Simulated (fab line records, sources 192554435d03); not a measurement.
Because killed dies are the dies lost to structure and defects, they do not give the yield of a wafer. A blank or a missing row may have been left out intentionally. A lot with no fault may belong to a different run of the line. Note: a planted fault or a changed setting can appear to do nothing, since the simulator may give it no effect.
Matching of chambers ; flow n5-finfet ; N5_WELL_APT_DESCUM_13 on rie-diel-02: 4 sister chambers
The step chemistry O2, time 7.9 s. 4 wafers are shown with their chamber, then 8 later ones without.

WAFERS WITH THEIR CHAMBER
wafer;chamber;drypump-motor-current-A (A)
L087.6;3;5.1
L089.3;2;6.5
L089.6;1;5.5
L090.1;0;5.2

WAFERS WHOSE CHAMBER IS MISSING
wafer;drypump-motor-current-A (A)
L090.3;6.5
L090.6;5.2
L091.4;5.2
L091.5;5.1
L091.6;5.5
L096.2;6.5
L096.3;5.3
L096.6;5.5

THE CHAMBER EACH PASSED THROUGH
wafer;from the rows above;in truth
L090.3;2;2
L090.6;0;0
L091.4;0;0
L091.5;3;3
L091.6;1;1
L096.2;2;2
L096.3;0;0
L096.6;1;1
Correct placement for 8 of the 8. Not placeable from these rows: 0. 0 placed wrongly.
How it was worked out, from the rows above alone: a wafer's distance from a chamber is the root of the sum, over the readings, of the square of ((its reading less the chamber's mean) divided by the reading's scatter). The wafer belongs to the nearest chamber; if the next one is less than 2 further off, it can't be placed. Each chamber's mean is taken over the wafers shown for it. The scatter: with one shown wafer a chamber, the root of the mean of the squares of how far each hidden wafer lies from its nearest shown one.
